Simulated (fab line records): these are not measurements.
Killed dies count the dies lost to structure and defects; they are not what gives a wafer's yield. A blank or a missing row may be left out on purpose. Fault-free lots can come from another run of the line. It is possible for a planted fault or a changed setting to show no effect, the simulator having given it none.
What tool caused it?	flow n5 finfet	63 wafers from 21 lots sampled at 6 of the route's 1938 steps

== WHAT EACH GAUGE READ, for each wafer ==
Not one reading of a measure or inspect step in the record can be checked against a usual standard deviation.

== WHAT TOOL EACH LOT RAN ON (gives the tool, then ch and the chambers of the sampled wafers, and finally the start) ==
lot	N5_MOL_CONTACT_COAG_STRIP_96	N5_MOL_CONTACT_COAG_ETCH_47	N5_BEOL_M0_SAQP_ILD_DEP_01	N5_BEOL_M0_SAQP_DESCUM_19	N5_BEOL_M0_SAQP_RECESS_114	N5_BEOL_M0_SAQP_RECESS_104
L075	rie diel-03 ch 1, day 5 13:56	rie diel-03 ch 1, day 5 14:00	pecvd-04 ch 0,1, day 5 19:55	rie diel-06 ch 0,1, day 5 21:32	vapor etch-01 ch 1, day 5 22:15	vapor etch-01 ch 0,1, day 6 00:21
L076	rie diel-02 ch 0,1,2, day 5 14:52	rie diel-02 ch 0,1,2, day 5 14:54	pecvd-04 ch 0,2, day 5 22:55	rie diel-06 ch 0,1,3, day 6 00:53	vapor etch-01 ch 0,1, day 6 01:31	vapor etch-02 ch 0,1, day 6 02:50
L077	rie diel-02 ch 0,1,2, day 6 01:11	rie diel-02 ch 0,1,2, day 6 01:13	pecvd-03 ch 0,1,2, day 6 07:43	rie diel-01 ch 2,3, day 6 09:28	vapor etch-02 ch 0,1, day 6 09:59	vapor etch-01 ch 0,1, day 6 11:19
L078	rie diel-03 ch 0,2, day 6 02:46	rie diel-03 ch 0,2, day 6 02:49	pecvd-03 ch 0,1,2, day 6 10:43	rie diel-01 ch 0,1, day 6 13:40	vapor etch-02 ch 0,1, day 6 14:17	vapor etch-02 ch 0, day 6 16:16
L079	rie diel-04 ch 1,2, day 6 12:02	rie diel-04 ch 1,2, day 6 12:05	pecvd-01 ch 0,1,2, day 6 17:45	rie diel-05 ch 2,3, day 6 19:44	vapor etch-01 ch 0,1, day 6 20:14	vapor etch-02 ch 0,1, day 6 22:11
L080	rie diel-03 ch 0,1,3, day 6 16:57	rie diel-03 ch 0,1,3, day 6 16:59	pecvd-01 ch 0,1, day 6 22:46	rie diel-06 ch 0,3, day 7 00:55	vapor etch-01 ch 0,1, day 7 01:29	vapor etch-02 ch 0,1, day 7 03:05
L082	rie diel-04 ch 1,2,3, day 6 23:51	rie diel-04 ch 1,2,3, day 6 23:53	pecvd-04 ch 0,1,2, day 7 06:20	rie diel-06 ch 0,1,3, day 7 07:35	vapor etch-01 ch 0,1, day 7 08:08	vapor etch-02 ch 0,1, day 7 09:26
L081	rie diel-02 ch 0,2,3, day 7 05:38	rie diel-02 ch 0,2,3, day 7 05:41	pecvd-03 ch 0,1, day 7 12:02	rie diel-06 ch 0,2,3, day 7 13:26	vapor etch-02 ch 0,1, day 7 13:56	vapor etch-01 ch 0,1, day 7 15:20
L083	rie diel-02 ch 1,2,3, day 7 09:38	rie diel-02 ch 1,2,3, day 7 09:41	pecvd-04 ch 0,1,2, day 7 15:50	rie diel-01 ch 1,2,3, day 7 17:02	vapor etch-01 ch 0,1, day 7 17:36	vapor etch-01 ch 0,1, day 7 18:58
L084	rie diel-03 ch 0,1,3, day 7 13:23	rie diel-03 ch 0,1,3, day 7 13:25	pecvd-04 ch 1,2, day 7 19:19	rie diel-01 ch 1,2,3, day 7 23:16	vapor etch-02 ch 0,1, day 7 23:52	vapor etch-02 ch 0,1, day 8 01:11
L085	rie diel-03 ch 2,3, day 8 00:20	rie diel-03 ch 2,3, day 8 00:22	pecvd-04 ch 1,2, day 10 17:23	rie diel-05 ch 0,1, day 10 18:52	vapor etch-02 ch 0,1, day 10 19:31	vapor etch-02 ch 0,1, day 10 21:19
L087	rie diel-02 ch 0,1,2, day 8 16:41	rie diel-02 ch 0,1,2, day 8 16:44	pecvd-03 ch 0,1,2, day 10 18:35	rie diel-01 ch 0,1,2, day 10 20:14	vapor etch-02 ch 0,1, day 10 20:57	vapor etch-02 ch 0,1, day 11 00:08
L086	rie diel-03 ch 0,1,2, day 8 17:17	rie diel-03 ch 0,1,2, day 8 17:20	pecvd-04 ch 0,2, day 10 18:57	rie diel-06 ch 1,2,3, day 10 20:53	vapor etch-01 ch 0,1, day 10 21:52	vapor etch-02 ch 0,1, day 11 00:44
L088	rie diel-02 ch 1,2, day 8 19:22	rie diel-02 ch 1,2, day 8 19:25	pecvd-01 ch 0,1, day 10 17:23	rie diel-01 ch 0,1,2, day 10 18:54	vapor etch-01 ch 0,1, day 10 19:31	vapor etch-01 ch 0,1, day 10 21:23
L090	rie diel-03 ch 1,3, day 9 06:13	rie diel-03 ch 1,3, day 9 06:16	pecvd-03 ch 0,1,2, day 10 18:03	rie diel-06 ch 0,1,2, day 10 19:28	vapor etch-01 ch 0,1, day 10 20:18	vapor etch-02 ch 0,1, day 10 22:41
L091	rie diel-02 ch 0,1,2, day 9 15:29	rie diel-02 ch 0,1,2, day 9 15:31	pecvd-01 ch 0,1, day 10 18:19	rie diel-01 ch 0,1,3, day 10 19:41	vapor etch-02 ch 0,1, day 10 20:35	vapor etch-02 ch 0,1, day 10 23:10
L092	rie diel-03 ch 0,1, day 9 17:41	rie diel-03 ch 0,1, day 9 17:44	pecvd-01 ch 1, day 10 18:23	rie diel-01 ch 0,1,3, day 10 19:56	vapor etch-01 ch 0,1, day 10 20:40	vapor etch-02 ch 0, day 10 23:32
L093	rie diel-04 ch 0,1, day 9 23:56	rie diel-04 ch 0,1, day 9 23:58	pecvd-04 ch 0,1, day 10 18:35	rie diel-05 ch 1,3, day 10 20:22	vapor etch-01 ch 0,1, day 10 21:01	vapor etch-01 ch 0,1, day 11 00:25
L094	rie diel-02 ch 1,3, day 10 05:55	rie diel-02 ch 1,3, day 10 05:57	pecvd-03 ch 0,1,2, day 10 17:44	rie diel-01 ch 0,1, day 10 19:23	vapor etch-01 ch 0,1, day 10 20:04	vapor etch-02 ch 0,1, day 10 22:13
L095	rie diel-03 ch 1,2,3, day 10 09:02	rie diel-03 ch 1,2,3, day 10 09:05	pecvd-03 ch 0,2, day 10 17:41	rie diel-06 ch 0,3, day 10 19:13	vapor etch-02 ch 0,1, day 10 19:52	vapor etch-02 ch 0,1, day 10 21:40
L096	rie diel-03 ch 1,2,3, day 10 13:46	rie diel-03 ch 1,2,3, day 10 13:49	pecvd-01 ch 0,1, day 10 20:23	rie diel-06 ch 1,2, day 10 21:28	vapor etch-01 ch 0, day 10 22:28	vapor etch-01 ch 0,1, day 11 00:53
- N5_MOL_CONTACT_COAG_STRIP_96: strips in N2/H2.
- N5_MOL_CONTACT_COAG_ETCH_47: etches SiNx in CH3F/O2, stops on W, target depth 27 nm.
- N5_BEOL_M0_SAQP_ILD_DEP_01: deposits SiOC from DEMS/O2, target thk 45.419 nm, time 8.7 s.
- N5_BEOL_M0_SAQP_DESCUM_19: chemistry O2, time 7.9 s.
- N5_BEOL_M0_SAQP_RECESS_114: chemistry HF/NH3, target SiO2, target depth 14.4 nm, afs cycles 3, sublimation time 60 s.
- N5_BEOL_M0_SAQP_RECESS_104: chemistry HF/NH3, target SiO2, target depth 18 nm, afs cycles 3, sublimation time 60 s.

== AS READ BY THE TOOLS THEMSELVES (means over the sampled wafers that have a number; for cases with no such wafer, the mark the record gives instead) ==
N5_MOL_CONTACT_COAG_STRIP_96. Usual: chamber pressure mTorr 50.00 mTorr, standard deviation 0.058; drypump motor current A 5.9 A, standard deviation 0.43; oes product au 0.81 a.u., standard deviation 0.085; rf vpp V 122.1 V, standard deviation 1.5; showerhead plenum p Torr 3.38 Torr, standard deviation 0.14; throttle valve pct 18.9 %, standard deviation 0.37.
lot	tool	chamber pressure mTorr (mTorr)	drypump motor current A (A)	oes product au (a.u.)	rf vpp V (V)	showerhead plenum p Torr (Torr)	throttle valve pct (%)	flag
L075	rie diel-03	50.06	5.9	0.90	122.9	3.41	18.7	
L076	rie diel-02	50.01	6.2	0.75	121.8	3.31	19.0	
L077	rie diel-02	49.95	6.2	0.76	121.5	3.31	19.0	
L078	rie diel-03	50.00	5.3	0.73	122.1	3.30	19.4	
L079	rie diel-04	50.01	6.3	0.84	120.8	3.34	18.8	
L080	rie diel-03	49.96	5.7	0.82	121.7	3.38	18.8	
L082	rie diel-04	49.98	6.0	0.83	120.3	3.30	18.7	
L081	rie diel-02	49.98	6.3	0.81	121.5	3.39	19.1	
L083	rie diel-02	50.01	6.2	0.88	124.5	3.51	18.9	
L084	rie diel-03	50.02	5.7	0.81	122.3	3.38	18.8	
L085	rie diel-03	49.98	5.2	0.75	122.4	3.43	19.3	
L087	rie diel-02	50.02	6.2	0.81	122.0	3.44	18.9	
L086	rie diel-03	50.03	5.6	0.76	121.2	3.30	19.2	
L088	rie diel-02	50.07	6.1	0.83	123.4	3.53	18.8	
L090	rie diel-03	50.05	5.8	0.83	122.6	3.44	18.7	
L091	rie diel-02	49.97	6.2	0.79	123.3	3.43	18.9	
L092	rie diel-03	50.03	5.8	0.74	121.9	3.23	19.1	
L093	rie diel-04	49.97	6.3	0.89	122.3	3.37	18.6	
L094	rie diel-02	50.01	6.3	0.87	123.5	3.48	19.1	
L095	rie diel-03	50.00	5.5	0.78	122.3	3.43	19.1	
L096	rie diel-03	49.97	5.5	0.77	122.0	3.42	19.1	

N5_MOL_CONTACT_COAG_ETCH_47. Usual: chamber pressure mTorr 29.999 mTorr, standard deviation 0.028; drypump motor current A 5.9 A, standard deviation 0.43; etch rf on time s 31.1 s, standard deviation 0.75; oes_ar_750_au 0.81 a.u., standard deviation 0.086; oes product au 0.73 a.u., standard deviation 0.076; rf vpp V 301 V, standard deviation 5.6; showerhead plenum p Torr 2.02 Torr, standard deviation 0.084; throttle valve pct 16.34 %, standard deviation 0.25.
lot	tool	chamber pressure mTorr (mTorr)	drypump motor current A (A)	etch rf on time s (s)	oes_ar_750_au (a.u.)	oes product au (a.u.)	rf vpp V (V)	showerhead plenum p Torr (Torr)	throttle valve pct (%)	flag
L075	rie diel-03	29.985	5.9	31.7	0.89	0.79	297	2.06	16.56	
L076	rie diel-02	29.976	6.2	30.6	0.75	0.68	303	1.98	16.39	
L077	rie diel-02	29.998	6.2	30.6	0.75	0.68	302	1.98	16.41	
L078	rie diel-03	29.974	5.3	31.5	0.72	0.65	301	1.96	16.41	
L079	rie diel-04	30.017	6.3	30.8	0.84	0.75	297	2.00	16.51	
L080	rie diel-03	30.011	5.7	31.3	0.82	0.74	298	2.02	16.36	
L082	rie diel-04	29.974	6.0	30.4	0.84	0.75	296	1.97	16.39	
L081	rie diel-02	30.016	6.2	30.3	0.81	0.73	303	2.02	16.35	
L083	rie diel-02	29.995	6.2	30.8	0.88	0.79	301	2.10	16.20	
L084	rie diel-03	30.006	5.7	31.5	0.81	0.72	298	2.02	16.36	
L085	rie diel-03	30.007	5.2	31.9	0.76	0.68	307	2.03	16.26	
L087	rie diel-02	30.019	6.2	30.4	0.81	0.73	303	2.05	16.29	
L086	rie diel-03	29.981	5.6	32.0	0.75	0.67	298	1.97	16.53	
L088	rie diel-02	29.990	6.1	30.5	0.84	0.74	303	2.12	16.22	
L090	rie diel-03	29.990	5.7	31.4	0.83	0.74	300	2.06	16.44	
L091	rie diel-02	30.008	6.2	30.8	0.79	0.71	303	2.05	16.31	
L092	rie diel-03	30.003	5.8	31.6	0.74	0.66	292	1.93	16.60	
L093	rie diel-04	29.969	6.3	30.6	0.89	0.80	296	2.02	16.25	
L094	rie diel-02	29.987	6.3	31.2	0.87	0.78	300	2.06	16.22	
L095	rie diel-03	29.996	5.5	31.9	0.77	0.69	303	2.04	16.38	
L096	rie diel-03	30.033	5.5	32.0	0.77	0.69	305	2.04	16.39	

N5_BEOL_M0_SAQP_ILD_DEP_01. Usual: heater power outer w 253 W, standard deviation 60; heater power w 483 W, standard deviation 75; showerhead plenum p Torr 5.700 Torr, standard deviation 0.018; susceptor temp C 349.99 C, standard deviation 0.23; throttle valve pct 12.3 %, standard deviation 0.7.
lot	tool	heater power outer w (W)	heater power w (W)	showerhead plenum p Torr (Torr)	susceptor temp C (C)	throttle valve pct (%)	flag
L075	pecvd-04	200	418	5.705	349.99	12.3	
L076	pecvd-04	205	445	5.698	349.95	11.9	
L077	pecvd-03	284	510	5.702	350.01	12.3	
L078	pecvd-03	249	467	5.706	350.13	12.3	
L079	pecvd-01	296	544	5.694	349.95	12.2	
L080	pecvd-01	252	467	5.721	350.05	13.0	
L082	pecvd-04	206	428	5.702	349.95	11.9	
L081	pecvd-03	275	486	5.693	349.80	12.6	
L083	pecvd-04	217	437	5.700	349.95	12.0	
L084	pecvd-04	224	432	5.706	349.68	12.0	
L085	pecvd-04	235	445	5.694	349.76	11.4	
L087	pecvd-03	281	514	5.700	349.95	12.4	
L086	pecvd-04	153	364	5.693	350.14	11.4	
L088	pecvd-01	264	490	5.719	350.01	13.2	
L090	pecvd-03	267	485	5.705	350.11	12.3	
L091	pecvd-01	267	499	5.717	350.11	13.2	
L092	pecvd-01	224	474	5.698	349.98	12.4	
L093	pecvd-04	235	458	5.710	349.87	12.3	
L094	pecvd-03	268	485	5.700	350.03	12.3	
L095	pecvd-03	252	487	5.695	349.96	12.4	
L096	pecvd-01	222	451	5.714	350.00	12.8	

N5_BEOL_M0_SAQP_DESCUM_19. Usual: chamber pressure mTorr 20.000 mTorr, standard deviation 0.018; drypump motor current A 5.6 A, standard deviation 0.63; oes product au 0.75 a.u., standard deviation 0.072; rf vpp V 243.4 V, standard deviation 1.3; showerhead plenum p Torr 2.11 Torr, standard deviation 0.065; throttle valve pct 20.49 %, standard deviation 0.26.
lot	tool	chamber pressure mTorr (mTorr)	drypump motor current A (A)	oes product au (a.u.)	rf vpp V (V)	showerhead plenum p Torr (Torr)	throttle valve pct (%)	flag
L075	rie diel-06	19.992	5.7	0.78	243.1	2.12	20.35	
L076	rie diel-06	20.015	5.8	0.78	244.3	2.12	20.30	
L077	rie diel-01	20.011	5.3	0.77	243.1	2.10	20.73	
L078	rie diel-01	20.007	5.1	0.73	244.2	2.16	20.42	
L079	rie diel-05	19.994	5.2	0.80	245.8	2.18	20.41	
L080	rie diel-06	19.995	5.7	0.77	244.0	2.11	20.26	
L082	rie diel-06	19.987	5.7	0.77	243.1	2.12	20.33	
L081	rie diel-06	19.988	6.1	0.84	243.0	2.11	20.16	
L083	rie diel-01	20.001	5.2	0.72	243.0	2.11	20.63	
L084	rie diel-01	20.008	5.1	0.71	243.7	2.11	20.62	
L085	rie diel-05	20.010	6.7	0.71	241.6	1.98	20.59	
L087	rie diel-01	19.999	5.3	0.73	243.9	2.14	20.61	
L086	rie diel-06	20.007	5.8	0.78	242.7	2.06	20.32	
L088	rie diel-01	19.976	5.3	0.73	243.6	2.14	20.61	
L090	rie diel-06	19.997	6.1	0.81	243.0	2.10	20.23	
L091	rie diel-01	20.004	5.0	0.70	243.5	2.13	20.66	
L092	rie diel-01	19.992	5.0	0.70	243.3	2.13	20.66	
L093	rie diel-05	19.994	6.1	0.77	243.0	2.06	20.48	
L094	rie diel-01	19.990	5.1	0.70	243.8	2.15	20.47	
L095	rie diel-06	20.008	6.1	0.78	244.6	2.15	20.21	
L096	rie diel-06	19.998	6.1	0.83	242.7	2.05	20.20	

N5_BEOL_M0_SAQP_RECESS_114. Usual: drypump motor current A reads 6.0 A (standard deviation 0.51).
lot	tool	drypump motor current A (A)	flag
L075	vapor etch-01	6.1	
L076	vapor etch-01	6.0	
L077	vapor etch-02	5.6	
L078	vapor etch-02	5.6	
L079	vapor etch-01	6.0	
L080	vapor etch-01	6.1	
L082	vapor etch-01	6.1	
L081	vapor etch-02	5.6	
L083	vapor etch-01	6.1	
L084	vapor etch-02	6.1	
L085	vapor etch-02	6.1	
L087	vapor etch-02	6.1	
L086	vapor etch-01	6.1	
L088	vapor etch-01	6.1	
L090	vapor etch-01	6.1	
L091	vapor etch-02	6.1	
L092	vapor etch-01	6.1	
L093	vapor etch-01	6.0	
L094	vapor etch-01	6.1	
L095	vapor etch-02	6.1	
L096	vapor etch-01	6.1	

N5_BEOL_M0_SAQP_RECESS_104. Usual: drypump motor current A reads 5.9 A (standard deviation 0.63).
lot	tool	drypump motor current A (A)	flag
L075	vapor etch-01	6.1	
L076	vapor etch-02	6.1	
L077	vapor etch-01	6.1	
L078	vapor etch-02	5.1	
L079	vapor etch-02	5.6	
L080	vapor etch-02	5.6	
L082	vapor etch-02	5.6	
L081	vapor etch-01	6.1	
L083	vapor etch-01	6.1	
L084	vapor etch-02	6.1	
L085	vapor etch-02	5.6	
L087	vapor etch-02	6.1	
L086	vapor etch-02	5.6	
L088	vapor etch-01	6.1	
L090	vapor etch-02	5.6	
L091	vapor etch-02	6.1	
L092	vapor etch-02	5.1	
L093	vapor etch-01	6.1	
L094	vapor etch-02	5.6	
L095	vapor etch-02	5.6	
L096	vapor etch-01	6.1	

== THE ANSWER, worked out from the rows above alone ==
Rule: a lot is off if the mean of its wafers that have a number lies more than 3 standard deviations from the usual mean. A lot without any number at a reading at which 4 lots or more have one is off too. Any other lot the step has rows for is counted as sound. Order of review: gauges by route order, followed by the tools' own readings, for which a lot's mean as printed above is used. At the first step where some lot is off, the reading lying furthest off is the one used; lots without a number count as furthest.
No lot is off on any of the readings shown, so nothing can be concluded from this.

== WHAT WAS PUT IN BY THE SIMULATOR ==
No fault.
